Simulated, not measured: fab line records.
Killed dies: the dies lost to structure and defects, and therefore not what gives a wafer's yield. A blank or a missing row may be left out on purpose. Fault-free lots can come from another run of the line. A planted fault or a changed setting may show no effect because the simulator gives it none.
fab line records + flow nandHarc
record
- lots=5
- wafers=14
- lastDay=23
route steps=1159 shown A_M0@1007 END@1159
lots that met no fault: from a run of the same line without faults
startH: hours from the record's first day to the start of the lot's first wafer shown + waitH: hours since the lot's step before + " unchanged from the row above + L1.1+2: a row that stands for several wafers + - no value, or no start was given + * or withheld: withheld + < > ~ a bound
route shown NAME@n: a module of which the file shows steps, and the number in the route of the first + usual: mean/standard deviation of fault-free wafers + same: alike in all rows + chamber/n: place in a boat + sites: readings site by site + _std_site: standard deviation of those values + _edge_site: the outer-site mean with the inner-site mean subtracted + radiusMm: how far each site lies from the wafer's centre + mask NAME#n: copy n + behind: the tool/chamber that last shaped the wafer + hold: what put the lot on hold/how long, in hours/how the hold closed + device: the transistor (n, p or np) that didn't switch + end of line: tests of these same wafers at the route's end + a step with no rows: only its recipe + killed: at the first sort, the dies lost to defects and structure; wafer yield is something else + map: per-die view of a wafer (x killed, . not killed, _ where there is no die)
set.NAME: the setting that was run; set.NAME@STEP: the one run at that earlier step + model.NAME: the simulator's own value behind a step, which no gauge read
lots seen at some steps along the route; tables by step, rows by wafer
services: when a tool's chamber went out of use (startH, in hours from the record's first day, below 0 if earlier), for how many hours, and the reason
## steps
# step NHARC_A_M0_DESCUM_14
# recipe
- timeS=3
- o2FlowSccm=200
- arFlowSccm=0
- biasPowerW=0
- chemistry=O2
# step NHARC_A_M0_ETCH_34
# recipe
- targetDepthA=400
- overetchA=120
- timeS=43.94
- ionEnergyEv=200
- n2FlowSccm=150
- h2FlowSccm=150
- arFlowSccm=0
- rfW=400
- biasW=150
- chemistry=N2/H2
# step NHARC_A_M0_ETCH_15
# recipe
- targetDepthA=1500
- overetchA=150
- timeS=82.5
- c4f8FlowSccm=withheld
- arFlowSccm=400
- rfW=600
- biasW=300
- chemistry=C4F8/Ar
# step NHARC_A_M0_CD_MEAS_16
# usual
- cdNm=80.0/0.8
| lot.wafer | tool     | chamber | startH | waitH | cdNm |
|-----------|----------|---------|--------|-------|------|
| L121.1    | cdSem-02 | -       | 417.71 | -     | 79.1 |
| L121.3    | "        | -       | "      | "     | 80.2 |
| L121.5    | "        | -       | "      | "     | 79.1 |
| L124.3    | cdSem-03 | -       | 438.41 | -     | 80.6 |
| L124.5    | "        | -       | "      | "     | 79.9 |
| L124.6    | "        | -       | "      | "     | 78.7 |
| L131.2    | cdSem-03 | -       | 463.84 | -     | 79.6 |
| L131.4    | "        | -       | "      | "     | 78.7 |
| L131.5    | "        | -       | "      | "     | 79.3 |
| L132.1    | cdSem-03 | -       | 466.40 | -     | 80.5 |
| L132.2    | "        | -       | "      | "     | 81.3 |
| L132.4    | "        | -       | "      | "     | 80.1 |
| L139.2    | cdSem-02 | -       | 509.44 | -     | 80.4 |
| L139.6    | "        | -       | "      | "     | 82.1 |
# step NHARC_A_M0_STRIP_18
# recipe
- powerW=1000
- n2FlowSccm=150
- h2FlowSccm=150
- arFlowSccm=0
- biasW=0
- chemistry=N2/H2
# usual
- drypumpMotorCurrentA=5.6/0.4
- oesProductAu=0.998/0.0097
- rfVppV=90.7/0.89
- showerheadPlenumPTorr=2.06/0.087
- throttleValvePct=14.171/0.0085
| lot.wafer | tool       | chamber | startH | waitH | drypumpMotorCurrentA | oesProductAu | rfHoursCounterH | rfVppV | showerheadPlenumPTorr | throttleValvePct |
|-----------|------------|---------|--------|-------|----------------------|--------------|-----------------|--------|-----------------------|------------------|
| L121.3    | rieDiel-02 | 3       | 417.82 | 0.1   | 5.8                  | 0.998        | 6               | 93.2   | 2.20                  | 14.171           |
| L121.1    | "          | 1       | "      | "     | 5.8                  | 1.011        | 5               | 90.0   | 1.99                  | 14.162           |
| L121.5    | "          | 2       | "      | "     | 5.7                  | 1.019        | -               | 92.3   | 2.18                  | 14.178           |
| L124.3    | rieDiel-04 | 2       | 438.55 | 0.1   | 6.5                  | 0.996        | 11              | 90.5   | 2.12                  | 14.165           |
| L124.5    | "          | 0       | "      | "     | 5.4                  | 1.003        | -               | 90.6   | 2.18                  | 14.196           |
| L124.6    | "          | 1       | "      | "     | 5.2                  | 1.016        | -               | 90.2   | 2.01                  | 14.165           |
| L131.4    | rieDiel-07 | 1       | 463.93 | 0.1   | 5.3                  | 1.004        | 3               | 90.5   | 2.05                  | 14.162           |
| L131.2    | "          | 0       | "      | "     | 6.1                  | 0.996        | 3               | 91.0   | 1.91                  | 14.161           |
| L131.5    | "          | 2       | "      | "     | 5.3                  | 0.997        | -               | 89.9   | 1.99                  | 14.181           |
| L132.2    | rieDiel-07 | 3       | 466.48 | 0.1   | 5.6                  | 0.990        | 3               | 90.2   | 2.04                  | 14.189           |
| L132.4    | "          | 0       | "      | "     | 6.1                  | 0.995        | 3               | 90.6   | 1.91                  | 14.165           |
| L132.1    | "          | 2       | "      | "     | 5.4                  | 0.994        | 4               | 90.8   | 1.99                  | 14.176           |
| L139.2    | rieDiel-04 | 0       | 509.51 | 0.1   | 5.4                  | 0.998        | 2               | 91.8   | 2.17                  | 14.172           |
| L139.6    | "          | 1       | "      | "     | 5.3                  | 1.000        | -               | 91.0   | 2.01                  | 14.161           |
# step NHARC_A_M0_STRIP_19
# recipe
- timeS=600
- tempC=30
- chemistry=postEtchResidueRemover
# step NHARC_A_M0_DEGAS_28
# recipe
- tempC=250
- timeS=60
# usual
- heaterPowerW=338/41
| lot.wafer | tool          | chamber | startH | waitH | heaterPowerW |
|-----------|---------------|---------|--------|-------|--------------|
| L121.1    | pvdSputter-01 | -       | 418.35 | -     | 324          |
| L121.3    | "             | -       | "      | "     | 269          |
| L121.5    | "             | -       | "      | "     | 350          |
| L124.3    | pvdSputter-02 | -       | 439.08 | -     | 334          |
| L124.6    | "             | -       | "      | "     | 383          |
| L124.5    | "             | -       | "      | "     | 359          |
| L131.4    | pvdSputter-02 | -       | 464.49 | -     | 348          |
| L131.2    | "             | -       | "      | "     | 394          |
| L131.5    | "             | -       | "      | "     | 386          |
| L132.1    | pvdSputter-01 | -       | 467.03 | -     | 343          |
| L132.4    | "             | -       | "      | "     | 310          |
| L132.2    | "             | -       | "      | "     | 266          |
| L139.2    | pvdSputter-03 | -       | 510.06 | -     | 294          |
| L139.6    | "             | -       | "      | "     | 294          |
# step NHARC_A_M0_PRE_CLEAN_29
# recipe
- timeS=30
- tempC=280
- gas=H2/He
# usual
- heaterPowerW=418/48
| lot.wafer | tool          | chamber | startH | waitH | heaterPowerW |
|-----------|---------------|---------|--------|-------|--------------|
| L121.3    | pvdSputter-01 | -       | -      | -     | 373          |
| L121.1    | "             | -       | "      | "     | 332          |
| L121.5    | "             | -       | "      | "     | 435          |
| L124.3    | pvdSputter-02 | -       | -      | -     | 488          |
| L124.5    | "             | -       | "      | "     | 437          |
| L124.6    | "             | -       | "      | "     | 412          |
| L131.2    | pvdSputter-02 | -       | -      | -     | 479          |
| L131.4    | "             | -       | "      | "     | 431          |
| L131.5    | "             | -       | "      | "     | 473          |
| L132.2    | pvdSputter-01 | -       | -      | -     | 384          |
| L132.1    | "             | -       | "      | "     | 429          |
| L132.4    | "             | -       | "      | "     | 376          |
| L139.2    | pvdSputter-03 | -       | -      | -     | 512          |
| L139.6    | "             | -       | "      | "     | 423          |
# step NHARC_A_M0_PVD_20
# recipe
- targetThkA=50
- biasV=168.6
- powerW=15000
- chamberPressurePa=0.12
- timeS=8.06
- substrateTempC=50
- material=TaN
# step NHARC_A_M0_PVD_21
# recipe
- targetThkA=300
- chamberPressurePa=5
- powerW=5000
- substrateTempC=30
- timeS=20.49
- material=Cu
# usual
- chamberPressurePa=4.998/0.0097
- throttleValvePct=30.0/0.65
| lot.wafer | tool          | chamber | startH | waitH | chamberPressurePa | throttleValvePct |
|-----------|---------------|---------|--------|-------|-------------------|------------------|
| L121.3    | pvdSputter-01 | -       | -      | -     | 4.999             | 30.6             |
| L121.1    | "             | -       | "      | "     | 5.001             | 29.9             |
| L121.5    | "             | -       | "      | "     | 5.005             | 29.3             |
| L124.3    | pvdSputter-02 | -       | -      | -     | 5.013             | 31.4             |
| L124.6    | "             | -       | "      | "     | 5.011             | 30.1             |
| L124.5    | "             | -       | "      | "     | 4.997             | 31.5             |
| L131.4    | pvdSputter-02 | -       | -      | -     | 4.998             | 29.7             |
| L131.2    | "             | -       | "      | "     | 5.011             | 31.3             |
| L131.5    | "             | -       | "      | "     | 4.995             | 29.7             |
| L132.2    | pvdSputter-01 | -       | -      | -     | 4.998             | 30.6             |
| L132.1    | "             | -       | "      | "     | 4.998             | 29.8             |
| L132.4    | "             | -       | "      | "     | 5.006             | 29.2             |
| L139.2    | pvdSputter-03 | -       | -      | -     | 4.995             | 29.6             |
| L139.6    | "             | -       | "      | "     | 4.995             | 29.8             |
# step NHARC_A_M0_ECD_22
# recipe
- targetThkA=4000
- bathTempC=25
- material=Cu
# step NHARC_A_M0_ANNEAL_30
# recipe
- tempC=225
- timeS=90
# usual
- wafer_temp_C_max=225.71/0.25
| lot.wafer | tool         | chamber | startH | waitH | wafer_temp_C_max |
|-----------|--------------|---------|--------|-------|------------------|
| L121.1    | rtpAnneal-02 | 0       | 419.09 | 0.3   | 225.80           |
| L121.3    | "            | 0       | "      | "     | 226.18           |
| L121.5    | "            | 0       | "      | "     | 225.55           |
| L124.3    | rtpAnneal-01 | 0       | 439.94 | 0.4   | 225.88           |
| L124.5    | "            | 0       | "      | "     | 225.39           |
| L124.6    | "            | 0       | "      | "     | 225.52           |
| L131.2    | rtpAnneal-01 | 0       | 465.44 | 0.4   | 225.63           |
| L131.4    | "            | 0       | "      | "     | 225.49           |
| L131.5    | "            | 0       | "      | "     | 225.97           |
| L132.1    | rtpAnneal-02 | 0       | 467.76 | 0.3   | 225.90           |
| L132.2    | "            | 0       | "      | "     | 225.84           |
| L132.4    | "            | 0       | "      | "     | 225.80           |
| L139.2    | rtpAnneal-01 | 0       | 510.91 | -     | 225.37           |
| L139.6    | "            | 0       | "      | "     | 225.47           |
# step NHARC_A_M0_CMP_23
# recipe
- tOverpolishS=20
- targetThkNm=113.75
# usual
- motorCurrentA=12.0/1.3
- timeToEndpointS=29.5/2.6
# same
- tOverpolishS=20
| lot.wafer | tool   | chamber | startH | waitH | motorCurrentA | timeToEndpointS |
|-----------|--------|---------|--------|-------|---------------|-----------------|
| L121.1    | cmp-01 | 3       | 419.48 | -     | 11.9          | 26.8            |
| L121.3    | "      | 0       | "      | "     | 12.5          | 31.2            |
| L121.5    | "      | 1       | "      | "     | 11.6          | 31.3            |
| L124.3    | cmp-04 | 2       | 440.19 | -     | 10.3          | 31.2            |
| L124.6    | "      | 2       | "      | "     | 10.0          | 29.1            |
| L124.5    | "      | 3       | "      | "     | 10.8          | 30.3            |
| L131.2    | cmp-03 | 3       | 465.76 | -     | 10.2          | 33.5            |
| L131.4    | "      | 0       | "      | "     | 13.1          | 28.6            |
| L131.5    | "      | 3       | "      | "     | 10.1          | 30.1            |
| L132.2    | cmp-03 | 0       | 468.12 | -     | 14.9          | 30.9            |
| L132.4    | "      | 2       | "      | "     | 12.4          | 32.8            |
| L132.1    | "      | 3       | "      | "     | 10.1          | 32.9            |
| L139.2    | cmp-01 | 2       | 511.29 | -     | 11.1          | 36.7            |
| L139.6    | "      | 0       | "      | "     | 12.6          | 35.1            |
# step NHARC_A_M0_THK_MEAS_24
# recipe
- thkMeasGauge=xrf
# usual
- thkNm=113.8/1.3
| lot.wafer | tool         | chamber | startH | waitH | thkNm |
|-----------|--------------|---------|--------|-------|-------|
| L121.1    | filmMetro-01 | -       | 419.74 | -     | 110.3 |
| L121.3    | "            | -       | "      | "     | 113.4 |
| L121.5    | "            | -       | "      | "     | 113.5 |
| L124.3    | filmMetro-01 | -       | 440.51 | -     | 113.8 |
| L124.5    | "            | -       | "      | "     | 113.3 |
| L124.6    | "            | -       | "      | "     | 114.4 |
| L131.2    | filmMetro-02 | -       | 466.05 | -     | 115.6 |
| L131.4    | "            | -       | "      | "     | 113.8 |
| L131.5    | "            | -       | "      | "     | 115.9 |
| L132.1    | filmMetro-02 | -       | 468.43 | -     | 117.1 |
| L132.2    | "            | -       | "      | "     | 116.6 |
| L132.4    | "            | -       | "      | "     | 113.3 |
| L139.2    | filmMetro-02 | -       | 511.53 | -     | 118.1 |
| L139.6    | "            | -       | "      | "     | 113.4 |
# step NHARC_A_M0_SRD_25
# step NHARC_A_M0_INSPECT_27
# usual
- rawDefectCount=431/100
| lot.wafer | tool             | chamber | startH | waitH | rawDefectCount |
|-----------|------------------|---------|--------|-------|----------------|
| L121.1    | defectInspect-02 | -       | 419.90 | 0.0   | 309            |
| L121.3    | "                | -       | "      | "     | 359            |
| L121.5    | "                | -       | "      | "     | 403            |
| L124.3    | defectInspect-02 | -       | 440.66 | 0.0   | 412            |
| L124.5    | "                | -       | "      | "     | 459            |
| L124.6    | "                | -       | "      | "     | 306            |
| L131.2    | defectInspect-01 | -       | 466.21 | 0.0   | 389            |
| L131.4    | "                | -       | "      | "     | 410            |
| L131.5    | "                | -       | "      | "     | 457            |
| L132.1    | defectInspect-01 | -       | 468.59 | 0.0   | 444            |
| L132.2    | "                | -       | "      | "     | 420            |
| L132.4    | "                | -       | "      | "     | 455            |
| L139.2    | defectInspect-01 | -       | 511.68 | 0.0   | 3038           |
| L139.6    | "                | -       | "      | "     | 348            |
# step NHARC_A_M0_PRE_CLEAN_31
# recipe
- timeS=12
- tempC=370
- rfPowerW=300
- gas=NH3
# step NHARC_END_SORT_01
# recipe
- tempC=25
# usual
- defectLimitedYield=95.4/1.3
- killedAtArray=27/8
- killedAtOther=0.8/1.2
- killedAtPeriphery=3.3/2.3
- killedDies=31/8.8
- killedOpen=3.2/2.1
- killedShort=2.1/1.4
- sort_bin_2_pct=1.4/0.55
- sort_bin_3_pct=0.25/0.2
- sort_bin_4_pct=2.9/0.92
- sortNPass=646/8.8
- sortRimYieldPct=95.5/2.7
- sortYieldPct=95.4/1.3
# same
- grossDies=677
- sort_bin_5_pct[%]=0
- sort_bin_6_pct[%]=0
- sort_bin_7_pct[%]=0
- sort_bin_8_pct[%]=0
- sortRimNGross=106.00
| lot.wafer | tool      | chamber | startH | waitH | defectLimitedYield[%] | killedAtArray | killedAtOther | killedAtPeriphery | killedDies | killedOpen | killedShort | sort_bin_2_pct[%] | sort_bin_3_pct[%] | sort_bin_4_pct[%] | sortNPass | sortRimYieldPct[%] | sortYieldPct[%] |
|-----------|-----------|---------|--------|-------|-----------------------|---------------|---------------|-------------------|------------|------------|-------------|-------------------|-------------------|-------------------|-----------|--------------------|-----------------|
| L121.1    | prober-01 | 0       | 469.32 | 2.5   | 97.3                  | 16            | 0             | 2                 | 18         | 3          | 0           | 0.6               | 0.15              | 1.9               | 659       | 95.3               | 97.3            |
| L121.3    | prober-01 | 0       | 470.93 | 3.1   | 95.7                  | 28            | 0             | 1                 | 29         | 1          | 1           | 1.2               | 0.15              | 3.0               | 648       | 95.3               | 95.7            |
| L121.5    | prober-01 | 0       | 472.55 | 3.7   | 95.9                  | 23            | 1             | 4                 | 28         | 5          | 2           | 0.9               | 0.59              | 2.7               | 649       | 95.3               | 95.9            |
| L124.3    | prober-02 | 0       | 485.04 | 3.1   | 96.2                  | 22            | 0             | 4                 | 26         | 2          | 0           | 1.2               | 0                 | 2.7               | 651       | 94.3               | 96.2            |
| L124.5    | prober-02 | 0       | 486.64 | 3.7   | 96.8                  | 19            | 0             | 3                 | 22         | 4          | 1           | 0.6               | 0.15              | 2.5               | 655       | 99.1               | 96.8            |
| L124.6    | prober-02 | 0       | 487.44 | 4.0   | 95.6                  | 28            | 0             | 2                 | 30         | 2          | 0           | 1.6               | 0.30              | 2.5               | 647       | 94.3               | 95.6            |
| L131.2    | prober-01 | 0       | 509.25 | 2.8   | 96.9                  | 19            | 1             | 1                 | 21         | 2          | 3           | 0.4               | 0.15              | 2.5               | 656       | 95.3               | 96.9            |
| L131.4    | prober-01 | 0       | 510.85 | 3.4   | 95.9                  | 18            | 6             | 4                 | 28         | 5          | 1           | 1.2               | 0.30              | 2.7               | 649       | 95.3               | 95.9            |
| L131.5    | prober-01 | 0       | 511.65 | 3.7   | 95.0                  | 26            | 4             | 4                 | 34         | 3          | 2           | 2.4               | 0.44              | 2.2               | 643       | 97.2               | 95.0            |
| L132.1    | prober-02 | 0       | 509.59 | 2.5   | 96.0                  | 22            | 0             | 5                 | 27         | 4          | 0           | 1.6               | 0                 | 2.4               | 650       | 99.1               | 96.0            |
| L132.2    | prober-02 | 0       | 510.39 | 2.8   | 96.0                  | 23            | 1             | 3                 | 27         | 1          | 3           | 1.5               | 0.15              | 2.4               | 650       | 97.2               | 96.0            |
| L132.4    | prober-02 | 0       | 511.98 | 3.4   | 95.6                  | 28            | 1             | 1                 | 30         | 2          | 1           | 1.8               | 0.15              | 2.5               | 647       | 100.0              | 95.6            |
| L139.2    | prober-01 | 0       | 550.78 | 2.8   | 0                     | 673           | 0             | 4                 | 677        | 2          | 1           | 1.5               | 96.60             | 1.9               | 0         | 0                  | 0               |
| L139.6    | prober-01 | 0       | 554.00 | 4.0   | 95.7                  | 22            | 0             | 7                 | 29         | 2          | 2           | 1.3               | 0.15              | 2.8               | 648       | 96.2               | 95.7            |
# killed by level:class
L121.1 A_CHANNEL_HOLE_D1:chamberFilmFlake=9 A_STAIRCASE:chamberFilmFlake=4 P_CONTACT:geometricParticle:open=1 A_CONTACT:geometricParticle:open=1 A_M1:geometricParticle:open=1 P_ZERO_WELL:chamberFilmFlake=1 A_CONTACT:chamberFilmFlake=1
L121.3 A_CHANNEL_HOLE_D1:chamberFilmFlake=13 A_STAIRCASE:chamberFilmFlake=6 A_SLIT:chamberFilmFlake=3 A_CONTACT:chamberFilmFlake=3 A_SGD_CUT:geometricParticle:short=1 A_CONTACT:geometricParticle:open=1 P_ZERO_WELL:chamberFilmFlake=1 A_WL_FILL:chamberFilmFlake=1
L121.5 A_CHANNEL_HOLE_D1:chamberFilmFlake=9 A_CONTACT:chamberFilmFlake=4 A_M1:geometricParticle:open=3 A_STAIRCASE:chamberFilmFlake=2 P_M1:geometricParticle:short=1 A_WL_FILL:geometricParticle:short=1 A_CONTACT:geometricParticle:open=1 P_ZERO_WELL:chamberFilmFlake=1
L124.3 A_SLIT:chamberFilmFlake=9 A_CONTACT:chamberFilmFlake=4 A_STAIRCASE:chamberFilmFlake=3 P_M1:chamberFilmFlake=2 A_CHANNEL_HOLE_D1:chamberFilmFlake=2 A_WL_FILL:chamberFilmFlake=2 P_GATE:geometricParticle:open=1 A_CONTACT:geometricParticle:open=1
L124.5 A_SLIT:chamberFilmFlake=10 P_CONTACT:chamberFilmFlake=2 A_CHANNEL_HOLE_D1:chamberFilmFlake=2 P_CONTACT:geometricParticle:open=1 A_CHANNEL_FILL_D1:geometricParticle:short=1 A_SGD_CUT:geometricParticle:open=1 A_CONTACT:geometricParticle:open=1 A_BLC:geometricParticle:open=1
L124.6 A_SLIT:chamberFilmFlake=12 A_CONTACT:chamberFilmFlake=5 A_CHANNEL_HOLE_D1:chamberFilmFlake=4 A_SGD_CUT:chamberFilmFlake=4 P_M1:chamberFilmFlake=2 A_SOURCE_PLATE:geometricParticle:open=1 A_CONTACT:geometricParticle:open=1 A_STAIRCASE:chamberFilmFlake=1
L131.2 A_SLIT:chamberFilmFlake=8 A_CONTACT:chamberFilmFlake=3 A_SGD_CUT:geometricParticle:short=2 A_WL_FILL:chamberFilmFlake=2 A_CHANNEL_FILL_D1:geometricParticle:short=1 A_WL_FILL:geometricParticle:open=1 A_CONTACT:geometricParticle:open=1 P_GATE:chamberFilmFlake=1
L132.1 A_CHANNEL_HOLE_D1:chamberFilmFlake=15 P_GATE:chamberFilmFlake=3 A_CONTACT:chamberFilmFlake=3 A_STAIRCASE:chamberFilmFlake=2 P_STI:geometricParticle:open=1 P_M1:geometricParticle:open=1 A_CHANNEL_FILL_D1:geometricParticle:open=1 A_CONTACT:geometricParticle:open=1
L132.2 A_CHANNEL_HOLE_D1:chamberFilmFlake=12 A_CONTACT:chamberFilmFlake=8 P_GATE:chamberFilmFlake=3 A_ONON_D1:geometricParticle:open=1 A_WL_FILL:geometricParticle:short=1 A_M0:geometricParticle:short=1 STARTING-WAFER:geometricParticle:short=1
L131.4 A_SLIT:chamberFilmFlake=8 THIN_TSV:chamberFilmFlake=6 A_CHANNEL_HOLE_D1:chamberFilmFlake=5 P_M0:geometricParticle:open=2 P_M1:geometricParticle:open=1 A_SGD_CUT:geometricParticle:open=1 A_WL_FILL:geometricParticle:short=1 A_CONTACT:geometricParticle:open=1
L131.5 A_SLIT:chamberFilmFlake=18 A_CHANNEL_HOLE_D1:chamberFilmFlake=5 THIN_TSV:chamberFilmFlake=3 P_STI:chamberFilmFlake=2 P_STI:geometricParticle:short=1 P_CONTACT:geometricParticle:open=1 A_WL_FILL:geometricParticle:open=1 A_CONTACT:geometricParticle:open=1
L132.4 A_CHANNEL_HOLE_D1:chamberFilmFlake=18 A_CONTACT:chamberFilmFlake=8 P_STI:geometricParticle:short=1 A_WL_FILL:geometricParticle:open=1 A_M0:geometricParticle:open=1 THIN_TSV:chamberFilmFlake=1
L139.2 A_M0:areaCmp=653 A_CHANNEL_HOLE_D1:chamberFilmFlake=5 A_SLIT:chamberFilmFlake=4 A_CONTACT:chamberFilmFlake=4 P_STI:chamberFilmFlake=2 A_CHANNEL_FILL_D1:chamberFilmFlake=2 A_STAIRCASE:chamberFilmFlake=2 A_CHANNEL_FILL_D1:geometricParticle:open=1
L139.6 A_CONTACT:chamberFilmFlake=7 A_CHANNEL_HOLE_D1:chamberFilmFlake=4 A_CHANNEL_FILL_D1:chamberFilmFlake=4 A_SLIT:chamberFilmFlake=3 P_STI:chamberFilmFlake=2 A_WL_FILL:chamberFilmFlake=2 P_GATE:geometricParticle:open=1 P_GATE:geometricParticle:short=1
# map L139.2 (x killed, . not)
____________x____________
_________xxxxxxx_________
_______xxxxxxxxxxx_______
______xxxxxxxxxxxxx______
_____xxxxxxxxxxxxxxx_____
____xxxxxxxxxxxxxxxxx____
____xxxxxxxxxxxxxxxxx____
___xxxxxxxxxxxxxxxxxxx___
___xxxxxxxxxxxxxxxxxxx___
__xxxxxxxxxxxxxxxxxxxxx__
__xxxxxxxxxxxxxxxxxxxxx__
_xxxxxxxxxxxxxxxxxxxxxxx_
_xxxxxxxxxxxxxxxxxxxxxxx_
_xxxxxxxxxxxxxxxxxxxxxxx_
_xxxxxxxxxxxxxxxxxxxxxxx_
_xxxxxxxxxxxxxxxxxxxxxxx_
xxxxxxxxxxxxxxxxxxxxxxxxx
xxxxxxxxxxxxxxxxxxxxxxxxx
xxxxxxxxxxxxxxxxxxxxxxxxx
xxxxxxxxxxxxxxxxxxxxxxxxx
xxxxxxxxxxxxxxxxxxxxxxxxx
_xxxxxxxxxxxxxxxxxxxxxxx_
_xxxxxxxxxxxxxxxxxxxxxxx_
_xxxxxxxxxxxxxxxxxxxxxxx_
_xxxxxxxxxxxxxxxxxxxxxxx_
_xxxxxxxxxxxxxxxxxxxxxxx_
__xxxxxxxxxxxxxxxxxxxxx__
__xxxxxxxxxxxxxxxxxxxxx__
___xxxxxxxxxxxxxxxxxxx___
___xxxxxxxxxxxxxxxxxxx___
____xxxxxxxxxxxxxxxxx____
____xxxxxxxxxxxxxxxxx____
_____xxxxxxxxxxxxxxx_____
______xxxxxxxxxxxxx______
_______xxxxxxxxxxx_______
_________xxxxxxx_________
____________x____________
# map L121.3 (x killed, . not)
____________.____________
_________......._________
_______..........._______
______.............______
_____..............._____
____x................____
____.................____
___...................___
___...................___
__.........x...........__
__x....................__
_......................._
_............x.........._
_......................._
_...............x......._
_......................._
.........................
.............x...x.......
..............x.x........
...............xx........
..............xxx........
_.....x......xx........._
_..............x........_
_............x..x......._
_x......................_
_......................._
__..........x..........__
__.....................__
___x....x.......x.....___
___.x.................___
____x.....x..........____
____.......x.........____
_____..............._____
______.............______
_______..........._______
_________......._________
____________.____________
## services
| tool          | chamber | startH | hours | kind      |
|---------------|---------|--------|-------|-----------|
| cmp-04        | -       | 400.23 | 4.0   | pm        |
| rieDiel-07    | -       | 405.52 | 9.0   | pm        |
| rieDiel-07    | 0       | 405.52 | 9.0   | ventCycle |
| rieDiel-07    | 1       | 405.52 | 9.0   | ventCycle |
| rieDiel-07    | 2       | 405.52 | 9.0   | ventCycle |
| rieDiel-07    | 3       | 405.52 | 9.0   | ventCycle |
| rieDiel-07    | 0       | 414.52 | -     | clean     |
| rieDiel-07    | 1       | 414.52 | -     | clean     |
| rieDiel-07    | 2       | 414.52 | -     | clean     |
| rieDiel-04    | 3       | 435.95 | 5.2   | repair    |
| cmp-03        | -       | 437.01 | 4.0   | repair    |
| pvdSputter-03 | -       | 440.19 | 3.5   | repair    |
| cmp-03        | -       | 451.00 | 4.0   | pm        |
| rieDiel-07    | 1       | 452.43 | 3.9   | repair    |
| cmp-04        | -       | 452.68 | 0.6   | repair    |
| pvdSputter-03 | -       | 458.00 | 10.0  | pm        |
| rieDiel-04    | -       | 466.22 | 9.0   | pm        |
| cmp-01        | -       | 474.60 | 4.0   | pm        |
| cmp-04        | -       | 489.09 | 0.9   | repair    |
| cmp-04        | -       | 498.23 | 4.0   | pm        |
| rieDiel-02    | 1       | 501.19 | 7.4   | repair    |
| rieDiel-02    | -       | 504.70 | 9.0   | pm        |
| pvdSputter-03 | -       | 505.02 | 1.3   | repair    |
| rieDiel-07    | 0       | 508.92 | 10.8  | repair    |
## key
firstSign
- step=NHARC_A_M0_THK_MEAS_24
- reading=thkNm
- direction=up
- sigmas=3.2
- usual=113.8
- struck=118.1
effect
- step=NHARC_A_M0_INSPECT_27
- reading=rawDefectCount
- direction=up
- sigmas=25
- usual=431
- struck=3038
effect
- step=NHARC_END_SORT_01
- reading=sort_bin_3_pct
- direction=up
- sigmas=99+
- usual=0.25
- struck=96.60
moreKillsBornAt
- NHARC_A_M0_CMP_23@cmp-01=653
metAt NHARC_A_M0_CMP_23
struckWafers L139.2
laterRowsLeftOut L139.2
onsetBetween 419.48 511.29
fault
- kind=processParameterDrift
- tool=cmp-01
- chamber=-
- onsetH=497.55
- steps=NHARC_A_M0_CMP_23
- channel=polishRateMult
- offset=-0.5
- shape=step
- endH=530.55
- scope=struckWafersOnly
# laterRowsLeftOut: the simulator's readings of these wafers behind a module that went badly wrong aren't trusted and aren't shown, but for the sort
